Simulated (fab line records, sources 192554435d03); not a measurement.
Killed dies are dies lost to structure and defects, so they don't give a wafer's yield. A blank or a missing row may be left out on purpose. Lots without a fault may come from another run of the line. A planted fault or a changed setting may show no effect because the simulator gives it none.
Which tool did it? | flow n5_finfet | 20 lots, 60 wafers sampled, at 6 steps of a route of 1938

WHAT THE GAUGES READ, wafer by wafer
N5_BEOL_M8_INSPECT_13: inspects for defects (brightfield). Usual: raw_defect_count 414, standard deviation 91.
lot  | measured     | on                | raw_defect_count | flag
L075 | day 9 03:31  | defect_inspect-01 | 388 366 400      |
L074 | day 9 17:49  | defect_inspect-01 | 273 424 345      |
L076 | day 9 18:13  | defect_inspect-02 | 479 546 525      |
L077 | day 9 18:15  | defect_inspect-02 | 445 447 328      |
L078 | day 10 10:09 | defect_inspect-02 | 365 300 420      |
L079 | day 10 09:49 | defect_inspect-02 | 546 464 474      |
L081 | day 10 20:07 | defect_inspect-01 | 433 424 362      |
L082 | day 10 22:58 | defect_inspect-01 | 520 382 366      |
L083 | day 11 03:40 | defect_inspect-01 | 314 311 372      |
L084 | day 11 19:16 | defect_inspect-01 | 406 458 558      |
L085 | day 12 00:33 | defect_inspect-01 | 404 397 402      |
L086 | day 12 09:43 | defect_inspect-01 | 373 361 364      |
L087 | day 13 04:45 | defect_inspect-01 | 243 308 474      |
L089 | day 13 07:08 | defect_inspect-02 | 473 403 461      |
L088 | day 13 10:20 | defect_inspect-01 | 297 323 243      |
L090 | day 13 14:57 | defect_inspect-02 | 481 470 307      |
L093 | day 14 03:49 | defect_inspect-01 | 412 446 360      |
L094 | day 14 08:07 | defect_inspect-02 | 410 307 371      |
L092 | day 14 08:24 | defect_inspect-02 | 365 248 487      |
L095 | day 14 17:23 | defect_inspect-02 | 409 458 416      |

WHICH TOOL RAN EACH LOT (tool, then ch and the chambers of the sampled wafers, then the start)
lot  | N5_BEOL_M6_ETCH_72                 | N5_BEOL_M6_ETCH_41                            | N5_BEOL_M7_ETCH_65                 | N5_BEOL_M7_ETCH_41                            | N5_BEOL_M8_HM_DEP_02
L075 | rie_diel-06 ch 1,3, day 8 13:26    | rie_diel-06 ch 1,3, day 8 21:51 or earlier    | rie_diel-01 ch 0,2,3, day 8 21:51  | rie_diel-01 ch 0,2,3, day 9 02:58 or earlier  | pvd_sputter-01, day 9 02:58
L074 | rie_diel-02 ch 2,3, day 9 04:58    | rie_diel-02 ch 2,3, day 9 10:28 or earlier    | rie_diel-01 ch 0,1,3, day 9 10:28  | rie_diel-01 ch 0,1,3, day 9 17:16 or earlier  | pvd_sputter-03, day 9 17:16
L076 | rie_diel-05 ch 1,2, day 9 06:04    | rie_diel-05 ch 1,2, day 9 13:24 or earlier    | rie_diel-04 ch 0,1,2, day 9 13:24  | rie_diel-04 ch 0,1,2, day 9 17:40 or earlier  | pvd_sputter-02, day 9 17:40
L077 | rie_diel-02 ch 1,2,3, day 9 06:59  | rie_diel-02 ch 1,2,3, day 9 13:25 or earlier  | rie_diel-03 ch 0,1,2, day 9 13:25  | rie_diel-03 ch 0,1,2, day 9 17:49 or earlier  | pvd_sputter-03, day 9 17:49
L078 | rie_diel-05 ch 0,1, day 9 17:32    | rie_diel-05 ch 0,1, day 10 03:39 or earlier   | rie_diel-01 ch 0,2, day 10 03:39   | rie_diel-01 ch 0,2, day 10 09:35 or earlier   | pvd_sputter-03, day 10 09:35
L079 | rie_diel-02 ch 0,1, day 9 20:46    | rie_diel-02 ch 0,1, day 10 03:26 or earlier   | rie_diel-04 ch 0,2,3, day 10 03:26 | rie_diel-04 ch 0,2,3, day 10 09:23 or earlier | pvd_sputter-01, day 10 09:23
L081 | rie_diel-02 ch 0,2,3, day 10 09:16 | rie_diel-02 ch 0,2,3, day 10 15:35 or earlier | rie_diel-01 ch 0,2, day 10 15:35   | rie_diel-01 ch 0,2, day 10 19:34 or earlier   | pvd_sputter-01, day 10 19:34
L082 | rie_diel-02 ch 2,3, day 10 09:46   | rie_diel-02 ch 2,3, day 10 16:42 or earlier   | rie_diel-01 ch 0,1,3, day 10 16:42 | rie_diel-01 ch 0,1,3, day 10 22:32 or earlier | pvd_sputter-01, day 10 22:32
L083 | rie_diel-06 ch 2,3, day 10 14:26   | rie_diel-06 ch 2,3, day 10 21:20 or earlier   | rie_diel-03 ch 1,2,3, day 10 21:20 | rie_diel-03 ch 1,2,3, day 11 03:07 or earlier | pvd_sputter-03, day 11 03:07
L084 | rie_diel-05 ch 2,3, day 11 03:21   | rie_diel-05 ch 2,3, day 11 11:34 or earlier   | rie_diel-04 ch 1,2,3, day 11 11:34 | rie_diel-04 ch 1,2,3, day 11 18:50 or earlier | pvd_sputter-02, day 11 18:50
L085 | rie_diel-02 ch 0,1,2, day 11 08:57 | rie_diel-02 ch 0,1,2, day 11 17:57 or earlier | rie_diel-04 ch 1,2,3, day 11 17:57 | rie_diel-04 ch 1,2,3, day 12 00:07 or earlier | pvd_sputter-02, day 12 00:07
L086 | rie_diel-02 ch 0,2,3, day 11 17:59 | rie_diel-02 ch 0,2,3, day 12 03:17 or earlier | rie_diel-01 ch 1,2,3, day 12 03:17 | rie_diel-01 ch 1,2,3, day 12 09:10 or earlier | pvd_sputter-03, day 12 09:10
L087 | rie_diel-05 ch 0,1, day 12 16:11   | rie_diel-05 ch 0,1, day 12 23:53 or earlier   | rie_diel-01 ch 0,1, day 12 23:53   | rie_diel-01 ch 0,1, day 13 04:19 or earlier   | pvd_sputter-03, day 13 04:19
L089 | rie_diel-02 ch 0,3, day 12 20:11   | rie_diel-02 ch 0,3, day 13 02:36 or earlier   | rie_diel-01 ch 0,1,3, day 13 02:36 | rie_diel-01 ch 0,1,3, day 13 06:41 or earlier | pvd_sputter-01, day 13 06:41
L088 | rie_diel-06 ch 0,3, day 12 20:14   | rie_diel-06 ch 0,3, day 13 03:02 or earlier   | rie_diel-01 ch 0,2,3, day 13 03:02 | rie_diel-01 ch 0,2,3, day 13 09:46 or earlier | pvd_sputter-02, day 13 09:46
L090 | rie_diel-06 ch 0,1,3, day 13 00:07 | rie_diel-06 ch 0,1,3, day 13 09:32 or earlier | rie_diel-03 ch 1,2,3, day 13 09:32 | rie_diel-03 ch 1,2,3, day 13 14:32 or earlier | pvd_sputter-01, day 13 14:32
L093 | rie_diel-05 ch 0,1,3, day 13 13:36 | rie_diel-05 ch 0,1,3, day 13 21:11 or earlier | rie_diel-03 ch 0,2, day 13 21:11   | rie_diel-03 ch 0,2, day 14 03:16 or earlier   | pvd_sputter-02, day 14 03:16
L094 | rie_diel-02 ch 1,2, day 13 18:55   | rie_diel-02 ch 1,2, day 14 02:30 or earlier   | rie_diel-03 ch 0,1,2, day 14 02:30 | rie_diel-03 ch 0,1,2, day 14 07:34 or earlier | pvd_sputter-02, day 14 07:34
L092 | rie_diel-02 ch 1,2, day 13 19:28   | rie_diel-02 ch 1,2, day 14 02:49 or earlier   | rie_diel-04 ch 1,2, day 14 02:49   | rie_diel-04 ch 1,2, day 14 07:51 or earlier   | pvd_sputter-01, day 14 07:51
L095 | rie_diel-05 ch 0,1,3, day 14 02:29 | rie_diel-05 ch 0,1,3, day 14 11:07 or earlier | rie_diel-04 ch 0,1,2, day 14 11:07 | rie_diel-04 ch 0,1,2, day 14 16:57 or earlier | pvd_sputter-02, day 14 16:57
- N5_BEOL_M6_ETCH_72: etches underlayer in N2/H2, target depth 6.5 nm, time 5.2 s.
- N5_BEOL_M6_ETCH_41: etches SiCN in CH3F/O2, target depth 29.7 nm, time 52 s.
- N5_BEOL_M7_ETCH_65: etches SiARC in CF4, target depth 15.6 nm, time 26 s.
- N5_BEOL_M7_ETCH_41: etches SiCN in CH3F/O2, target depth 31.9 nm, time 57.8 s.
- N5_BEOL_M8_HM_DEP_02: deposits TiN, target thk 20 nm.

WHAT THE TOOLS THEMSELVES READ (means of the sampled wafers that have a number; where no wafer has one, the mark that the record gives instead)
N5_BEOL_M6_ETCH_72. Usual: drypump_motor_current_A 5.6 A, standard deviation 0.5; etch_rf_on_time_s 5.22 s, standard deviation 0.13; oes_product_au 0.70 a.u., standard deviation 0.07; rf_fwd_power_W 819.6 W, standard deviation 2.6; rf_vpp_V 524.3 V, standard deviation 2.5; showerhead_plenum_p_Torr 2.56 Torr, standard deviation 0.086; throttle_valve_pct 17.61 %, standard deviation 0.26.
lot  | tool        | drypump_motor_current_A (A) | etch_rf_on_time_s (s) | oes_product_au (a.u.) | rf_fwd_power_W (W) | rf_vpp_V (V) | showerhead_plenum_p_Torr (Torr) | throttle_valve_pct (%) | flag
L075 | rie_diel-06 | 6.1                         | 5.30                  | 0.59                  | 818.1              | 526.7        | 2.57                            | 17.90                  |
L074 | rie_diel-02 | 5.7                         | 5.21                  | 0.71                  | 821.2              | 526.2        | 2.60                            | 17.56                  |
L076 | rie_diel-05 | 5.1                         | 5.25                  | 0.74                  | 819.6              | 523.2        | 2.51                            | 17.34                  |
L077 | rie_diel-02 | 5.7                         | 5.26                  | 0.67                  | 818.1              | 525.8        | 2.62                            | 17.67                  |
L078 | rie_diel-05 | 5.0                         | 5.28                  | 0.73                  | 821.6              | 522.5        | 2.48                            | 17.34                  |
L079 | rie_diel-02 | 5.9                         | 5.18                  | 0.64                  | 821.1              | 524.8        | 2.57                            | 17.82                  |
L081 | rie_diel-02 | 5.6                         | 5.17                  | 0.70                  | 816.0              | 523.8        | 2.57                            | 17.49                  |
L082 | rie_diel-02 | 5.5                         | 5.23                  | 0.71                  | 821.5              | 526.9        | 2.64                            | 17.45                  |
L083 | rie_diel-06 | 6.6                         | 5.26                  | 0.59                  | 818.5              | 523.8        | 2.53                            | 18.10                  |
L084 | rie_diel-05 | 5.5                         | 5.25                  | 0.69                  | 818.9              | 524.0        | 2.53                            | 17.67                  |
L085 | rie_diel-02 | 5.7                         | 5.22                  | 0.67                  | 819.4              | 524.2        | 2.58                            | 17.60                  |
L086 | rie_diel-02 | 5.6                         | 5.19                  | 0.69                  | 819.0              | 525.2        | 2.56                            | 17.50                  |
L087 | rie_diel-05 | 4.9                         | 5.36                  | 0.69                  | 820.3              | 522.7        | 2.46                            | 17.39                  |
L089 | rie_diel-02 | 5.7                         | 5.13                  | 0.67                  | 817.9              | 521.6        | 2.48                            | 17.57                  |
L088 | rie_diel-06 | 5.5                         | 5.20                  | 0.68                  | 821.2              | 526.8        | 2.65                            | 17.69                  |
L090 | rie_diel-06 | 5.6                         | 5.13                  | 0.70                  | 819.8              | 524.8        | 2.59                            | 17.65                  |
L093 | rie_diel-05 | 5.2                         | 5.28                  | 0.70                  | 817.7              | 521.5        | 2.47                            | 17.49                  |
L094 | rie_diel-02 | 5.8                         | 5.19                  | 0.77                  | 820.4              | 525.6        | 2.62                            | 17.59                  |
L092 | rie_diel-02 | 5.8                         | 5.19                  | 0.76                  | 822.0              | 527.1        | 2.62                            | 17.58                  |
L095 | rie_diel-05 | 5.2                         | 5.34                  | 0.70                  | 820.2              | 520.7        | 2.47                            | 17.50                  |

N5_BEOL_M6_ETCH_41. Usual: drypump_motor_current_A 5.6 A, standard deviation 0.49; oes_product_au 0.82 a.u., standard deviation 0.08; rf_fwd_power_W 391.0 W, standard deviation 1.6; rf_vpp_V 297.8 V, standard deviation 1.5; showerhead_plenum_p_Torr 2.02 Torr, standard deviation 0.063; throttle_valve_pct 16.09 %, standard deviation 0.28.
lot  | tool        | drypump_motor_current_A (A) | oes_product_au (a.u.) | rf_fwd_power_W (W) | rf_vpp_V (V) | showerhead_plenum_p_Torr (Torr) | throttle_valve_pct (%) | flag
L075 | rie_diel-06 | 6.1                         | 0.69                  | 392.3              | 297.5        | 2.02                            | 16.48                  |
L074 | rie_diel-02 | 5.6                         | 0.83                  | 391.1              | 297.8        | 2.04                            | 15.97                  |
L076 | rie_diel-05 | 5.1                         | 0.86                  | 390.1              | 297.2        | 1.97                            | 15.86                  |
L077 | rie_diel-02 | 5.7                         | 0.79                  | 391.9              | 299.0        | 2.05                            | 16.09                  |
L078 | rie_diel-05 | 5.0                         | 0.86                  | 390.2              | 297.0        | 1.95                            | 15.81                  |
L079 | rie_diel-02 | 5.9                         | 0.75                  | 390.2              | 298.6        | 2.02                            | 16.27                  |
L081 | rie_diel-02 | 5.6                         | 0.83                  | 391.6              | 298.3        | 2.02                            | 15.97                  |
L082 | rie_diel-02 | 5.5                         | 0.83                  | 391.3              | 299.1        | 2.07                            | 15.87                  |
L083 | rie_diel-06 | 6.5                         | 0.69                  | 391.9              | 296.8        | 2.00                            | 16.69                  |
L084 | rie_diel-05 | 5.6                         | 0.81                  | 390.2              | 297.5        | 2.00                            | 16.20                  |
L085 | rie_diel-02 | 5.7                         | 0.79                  | 390.7              | 296.8        | 2.03                            | 16.09                  |
L086 | rie_diel-02 | 5.6                         | 0.81                  | 390.0              | 297.7        | 2.01                            | 15.97                  |
L087 | rie_diel-05 | 5.0                         | 0.82                  | 389.7              | 296.5        | 1.94                            | 15.87                  |
L089 | rie_diel-02 | 5.7                         | 0.78                  | 391.5              | 296.7        | 1.96                            | 16.08                  |
L088 | rie_diel-06 | 5.5                         | 0.79                  | 392.4              | 298.8        | 2.09                            | 16.20                  |
L090 | rie_diel-06 | 5.6                         | 0.82                  | 391.7              | 298.5        | 2.04                            | 16.18                  |
L093 | rie_diel-05 | 5.1                         | 0.83                  | 391.2              | 296.1        | 1.95                            | 16.00                  |
L094 | rie_diel-02 | 5.8                         | 0.90                  | 390.0              | 298.5        | 2.06                            | 15.97                  |
L092 | rie_diel-02 | 5.8                         | 0.90                  | 389.1              | 298.8        | 2.06                            | 15.97                  |
L095 | rie_diel-05 | 5.2                         | 0.82                  | 390.7              | 295.5        | 1.95                            | 15.98                  |

N5_BEOL_M7_ETCH_65. Usual: drypump_motor_current_A 5.5 A, standard deviation 0.43; etch_rf_on_time_s 25.9 s, standard deviation 0.56; oes_product_au 0.69 a.u., standard deviation 0.079; rf_fwd_power_W 532.4 W, standard deviation 2.1; rf_vpp_V 183.8 V, standard deviation 1.2; showerhead_plenum_p_Torr 2.11 Torr, standard deviation 0.073; throttle_valve_pct 15.44 %, standard deviation 0.21.
lot  | tool        | drypump_motor_current_A (A) | etch_rf_on_time_s (s) | oes_product_au (a.u.) | rf_fwd_power_W (W) | rf_vpp_V (V) | showerhead_plenum_p_Torr (Torr) | throttle_valve_pct (%) | flag
L075 | rie_diel-01 | 5.2                         | 26.4                  | 0.70                  | 533.0              | 184.3        | 2.14                            | 15.42                  |
L074 | rie_diel-01 | 5.5                         | 26.4                  | 0.72                  | 533.1              | 183.4        | 2.15                            | 15.35                  |
L076 | rie_diel-04 | 5.9                         | 26.1                  | 0.66                  | 532.1              | 183.6        | 2.08                            | 15.48                  |
L077 | rie_diel-03 | 5.8                         | 25.6                  | 0.66                  | 529.5              | 184.4        | 2.16                            | 15.59                  |
L078 | rie_diel-01 | 5.0                         | 26.5                  | 0.74                  | 532.0              | 183.7        | 2.10                            | 15.32                  |
L079 | rie_diel-04 | 5.7                         | 25.7                  | 0.64                  | 532.0              | 183.6        | 2.11                            | 15.55                  |
L081 | rie_diel-01 | 5.0                         | 26.5                  | 0.74                  | 532.1              | 183.7        | 2.09                            | 15.34                  |
L082 | rie_diel-01 | 5.4                         | 26.0                  | 0.71                  | 531.2              | 183.7        | 2.14                            | 15.37                  |
L083 | rie_diel-03 | 5.7                         | 25.5                  | 0.72                  | 533.7              | 184.4        | 2.16                            | 15.58                  |
L084 | rie_diel-04 | 5.7                         | 25.8                  | 0.65                  | 530.2              | 183.7        | 2.06                            | 15.40                  |
L085 | rie_diel-04 | 5.7                         | 26.0                  | 0.65                  | 532.0              | 182.7        | 2.06                            | 15.41                  |
L086 | rie_diel-01 | 5.5                         | 26.0                  | 0.66                  | 531.5              | 184.9        | 2.12                            | 15.52                  |
L087 | rie_diel-01 | 5.2                         | 26.2                  | 0.73                  | 530.2              | 183.4        | 2.09                            | 15.29                  |
L089 | rie_diel-01 | 5.4                         | 26.2                  | 0.69                  | 532.1              | 183.8        | 2.13                            | 15.41                  |
L088 | rie_diel-01 | 5.3                         | 26.5                  | 0.67                  | 532.2              | 183.6        | 2.13                            | 15.48                  |
L090 | rie_diel-03 | 5.7                         | 25.1                  | 0.77                  | 534.8              | 184.4        | 2.15                            | 15.45                  |
L093 | rie_diel-03 | 5.3                         | 25.5                  | 0.76                  | 534.1              | 184.8        | 2.14                            | 15.24                  |
L094 | rie_diel-03 | 5.8                         | 25.3                  | 0.76                  | 531.8              | 185.1        | 2.15                            | 15.33                  |
L092 | rie_diel-04 | 5.9                         | 25.9                  | 0.65                  | 535.1              | 182.9        | 2.03                            | 15.38                  |
L095 | rie_diel-04 | 5.9                         | 25.8                  | 0.70                  | 532.5              | 182.8        | 2.07                            | 15.38                  |

N5_BEOL_M7_ETCH_41. Usual: drypump_motor_current_A 5.5 A, standard deviation 0.42; oes_product_au 0.81 a.u., standard deviation 0.093; rf_fwd_power_W 391.6 W, standard deviation 1.8; rf_vpp_V 296.6 V, standard deviation 1.6; showerhead_plenum_p_Torr 1.97 Torr, standard deviation 0.07; throttle_valve_pct 16.15 %, standard deviation 0.19.
lot  | tool        | drypump_motor_current_A (A) | oes_product_au (a.u.) | rf_fwd_power_W (W) | rf_vpp_V (V) | showerhead_plenum_p_Torr (Torr) | throttle_valve_pct (%) | flag
L075 | rie_diel-01 | 5.2                         | 0.82                  | 389.7              | 297.2        | 2.00                            | 16.13                  |
L074 | rie_diel-01 | 5.4                         | 0.84                  | 390.8              | 296.7        | 2.01                            | 16.09                  |
L076 | rie_diel-04 | 5.9                         | 0.76                  | 392.4              | 296.8        | 1.95                            | 16.19                  |
L077 | rie_diel-03 | 5.8                         | 0.77                  | 392.3              | 297.0        | 2.01                            | 16.25                  |
L078 | rie_diel-01 | 5.0                         | 0.87                  | 389.9              | 295.9        | 1.96                            | 16.07                  |
L079 | rie_diel-04 | 5.7                         | 0.74                  | 392.3              | 296.3        | 1.97                            | 16.27                  |
L081 | rie_diel-01 | 5.1                         | 0.85                  | 390.9              | 297.0        | 1.96                            | 16.08                  |
L082 | rie_diel-01 | 5.5                         | 0.82                  | 390.7              | 297.1        | 2.01                            | 16.11                  |
L083 | rie_diel-03 | 5.7                         | 0.84                  | 392.5              | 297.4        | 2.02                            | 16.26                  |
L084 | rie_diel-04 | 5.7                         | 0.76                  | 391.9              | 295.8        | 1.92                            | 16.13                  |
L085 | rie_diel-04 | 5.7                         | 0.75                  | 391.9              | 295.3        | 1.92                            | 16.13                  |
L086 | rie_diel-01 | 5.5                         | 0.77                  | 390.3              | 296.8        | 1.98                            | 16.22                  |
L087 | rie_diel-01 | 5.2                         | 0.85                  | 390.9              | 296.5        | 1.96                            | 16.07                  |
L089 | rie_diel-01 | 5.5                         | 0.80                  | 391.7              | 296.5        | 2.00                            | 16.15                  |
L088 | rie_diel-01 | 5.2                         | 0.79                  | 391.3              | 296.6        | 1.99                            | 16.20                  |
L090 | rie_diel-03 | 5.7                         | 0.90                  | 393.0              | 297.2        | 2.01                            | 16.15                  |
L093 | rie_diel-03 | 5.3                         | 0.89                  | 393.2              | 297.8        | 2.00                            | 15.89                  |
L094 | rie_diel-03 | 5.7                         | 0.90                  | 392.0              | 298.3        | 2.00                            | 16.04                  |
L092 | rie_diel-04 | 5.9                         | 0.76                  | 392.9              | 295.6        | 1.89                            | 16.11                  |
L095 | rie_diel-04 | 5.9                         | 0.82                  | 392.5              | 295.6        | 1.93                            | 16.10                  |

N5_BEOL_M8_HM_DEP_02. Usual: substrate_temp_c 24.98 C, standard deviation 0.1; throttle_valve_pct 30.0 %, standard deviation 1.2.
lot  | tool           | substrate_temp_c (C) | throttle_valve_pct (%) | flag
L075 | pvd_sputter-01 | 24.88                | 30.6                   |
L074 | pvd_sputter-03 | 25.06                | 29.8                   |
L076 | pvd_sputter-02 | 25.00                | 29.7                   |
L077 | pvd_sputter-03 | 25.07                | 29.6                   |
L078 | pvd_sputter-03 | 24.89                | 30.0                   |
L079 | pvd_sputter-01 | 25.11                | 30.9                   |
L081 | pvd_sputter-01 | 24.96                | 31.6                   |
L082 | pvd_sputter-01 | 24.97                | 30.7                   |
L083 | pvd_sputter-03 | 25.07                | 29.1                   |
L084 | pvd_sputter-02 | 24.98                | 30.0                   |
L085 | pvd_sputter-02 | 25.01                | 29.2                   |
L086 | pvd_sputter-03 | 24.96                | 30.1                   |
L087 | pvd_sputter-03 | 24.93                | 30.5                   |
L089 | pvd_sputter-01 | 25.03                | 30.9                   |
L088 | pvd_sputter-02 | 24.88                | 29.0                   |
L090 | pvd_sputter-01 | 24.97                | 30.3                   |
L093 | pvd_sputter-02 | 25.13                | 30.0                   |
L094 | pvd_sputter-02 | 24.91                | 30.2                   |
L092 | pvd_sputter-01 | 24.96                | 31.0                   |
L095 | pvd_sputter-02 | 24.86                | 29.7                   |

THE ANSWER, worked out from the rows above alone
Rule: a lot is off if the mean of its wafers that have a number lies more than 3 standard deviations from the usual mean. A lot without any number at a reading at which 4 lots or more have one is off too. The other lots that the step has rows for count as sound. The gauges are gone through in route order, then the tools' own readings, and for those a lot's mean is taken as printed above. The first step at which some lot is off is used, and at that step the reading that is off furthest; a lot without a number counts as furthest.
No lot is off at any reading shown: from this, nothing can be told.

WHAT THE SIMULATOR HAD PUT IN
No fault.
